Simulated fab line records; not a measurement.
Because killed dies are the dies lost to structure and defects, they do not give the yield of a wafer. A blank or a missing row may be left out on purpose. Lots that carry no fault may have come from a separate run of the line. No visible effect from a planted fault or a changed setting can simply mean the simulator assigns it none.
Comparing a struck lot with a sound one -- flow nand-harc -- 21 out of 1159 route steps
Sound: wafers L196.2, L196.3, L196.5. Wafers L200.3, L200.4, L200.6 were the ones struck. The cause is named last.
Each step with rows lists, per side, the tool, then ch with its chambers, then its first start. Under that, the readings that differ: sound wafers -- struck wafers -- difference of the means -- sigmas: that difference in standard deviations of wafers without a fault.
alike: same words and numbers on both sides, and readings whose means sit less than 2 such deviations apart. not compared: any withheld reading, any reading some wafer has no value for, any bound like >300 that may hide the same value, and any number with overlapping values for which the record gives no deviation.
A row with sigmas, a row that says differs or no value, or rows on one side alone: a step with any of these is where the two part. Numbers that don't overlap but have no deviation are shown without sigmas and don't part them. A reading that every wafer of one side lacks parts them only if that side has two wafers or more.

NHARC_P_CONTACT_DEP_30: deposits SiNx, target thk 30 nm.
  sound on pecvd-01 ch 0,1,2, day 6 21:00; struck on pecvd-01 ch 1,2, day 7 16:56
  alike: heater-power-w
NHARC_P_CONTACT_DEP_00: deposits SiO2, target thk 500 nm.
  sound: pecvd-01 ch 0,1,2; struck: pecvd-01 ch 1,2
  alike: heater-power-w, throttle-valve-pct
NHARC_P_CONTACT_CMP_01: polishes SiO2, target thk 200 nm.
  sound on cmp-02 ch 0,2,3, day 6 21:46; struck on cmp-02 ch 0,1,3, day 7 17:35
  alike: edge-zone-pressure-frac, motor-current-A
then, 8 steps without rows for these wafers: NHARC_P_CONTACT_SRD_03; NHARC_P_CONTACT_DEHYDRATE_04 (time 120 s); NHARC_P_CONTACT_HMDS_05 (time 30 s); NHARC_P_CONTACT_COAT_33 (time 75 s); NHARC_P_CONTACT_COAT_34 (time 65 s); NHARC_P_CONTACT_COAT_06 (resist thk 90 nm); NHARC_P_CONTACT_SOFTBAKE_07 (time 55 s); NHARC_P_CONTACT_EBR_08.
NHARC_P_CONTACT_EXPOSE_09: exposes mask P CA, target cd 90 nm.
  sound on arfi-scanner-01 ch 0, day 6 22:26; struck on arfi-scanner-03 ch 0, day 7 18:09
reading,sound,struck,difference,sigmas
mask,P_CA#0 P_CA#0 P_CA#0,P_CA_R1#0 P_CA_R1#0 P_CA_R1#0,differs,
  alike: focus-offset-nm
then, 2 steps without rows for these wafers: NHARC_P_CONTACT_PEB_10 (peb time 65 s); NHARC_P_CONTACT_DEVELOP_11 (develop time 35 s).
NHARC_P_CONTACT_CD_MEAS_12: the cd target is 90 nm.
  sound on cd-sem-02 ch 0, day 6 22:34; struck on cd-sem-01 ch 0, day 7 18:17
reading,sound,struck,difference,sigmas
cd-nm (nm),88.9 90.2 89.3,93.1 93.2 93.8,+3.9,+4
NHARC_P_CONTACT_OVL_MEAS_13:
  sound on overlay-02 at day 6 22:39; struck on overlay-01 at day 7 18:22
  alike: overlay-x-nm, overlay-y-nm
NHARC_P_CONTACT_INSPECT_14:
  sound on defect-inspect-02 at day 6 22:41; struck on defect-inspect-02 at day 7 18:25
  alike: raw-defect-count
NHARC_P_CONTACT_DESCUM_17: chemistry O2, time 3 s.
  sound on rie-diel-03 ch 0,1, day 6 22:46; struck on rie-diel-07 ch 1,2, day 7 18:29
reading,sound,struck,difference,sigmas
model.P_CONTACT.cd-nm (nm),89.45 89.71 89.09,93.91 92.88 93.47,+4.00,
  alike: drypump-motor-current-A, oes-product-au, rf-vpp-V, showerhead-plenum-p-Torr, throttle-valve-pct
  not compared: rf-hours-counter-h
NHARC_P_CONTACT_ETCH_35: etches the open film in CF4, target depth 39 nm, time 65 s.
  sound on rie-diel-03 ch 1,2,3, day 6 22:54; struck on rie-diel-07 ch 0,2,3, day 7 18:34
reading,sound,struck,difference,sigmas
model.P_CONTACT.cd-nm (nm),88.83 89.58 89.18,94.23 93.51 94.04,+4.73,
  alike: cf4-flow-sccm, drypump-motor-current-A, oes-product-au, rf-vpp-V, showerhead-plenum-p-Torr, throttle-valve-pct
  not compared: rf-hours-counter-h
NHARC_P_CONTACT_ETCH_36: etches the open film in N2/H2, target depth 260 nm, time 406.25 s.
  sound: rie-diel-03 ch 0,1; struck: rie-diel-07 ch 0,1,2
  alike: drypump-motor-current-A, oes-product-au, rf-vpp-V, showerhead-plenum-p-Torr, throttle-valve-pct
  not compared: rf-hours-counter-h
-- the record jumps here: 14 days lie between the struck wafers' starts before and after (it left off in module P_CONTACT and takes up again in module END, whose first step shown is number 1159 of the route) --
NHARC_END_SORT_01:
  sound on prober-02 ch 0, day 20 07:55; struck on prober-02 ch 0, day 21 11:07
reading,sound,struck,difference,sigmas
killed-open,5 12 2,2 2 1,-5,-2
  alike: killed-at-array, killed-at-other, killed-at-periphery, killed-dies, killed-short

WHERE THEY PART
Last at NHARC_END_SORT_01 as far as this record goes, first at NHARC_P_CONTACT_EXPOSE_09.

WHY: what the simulator had put in
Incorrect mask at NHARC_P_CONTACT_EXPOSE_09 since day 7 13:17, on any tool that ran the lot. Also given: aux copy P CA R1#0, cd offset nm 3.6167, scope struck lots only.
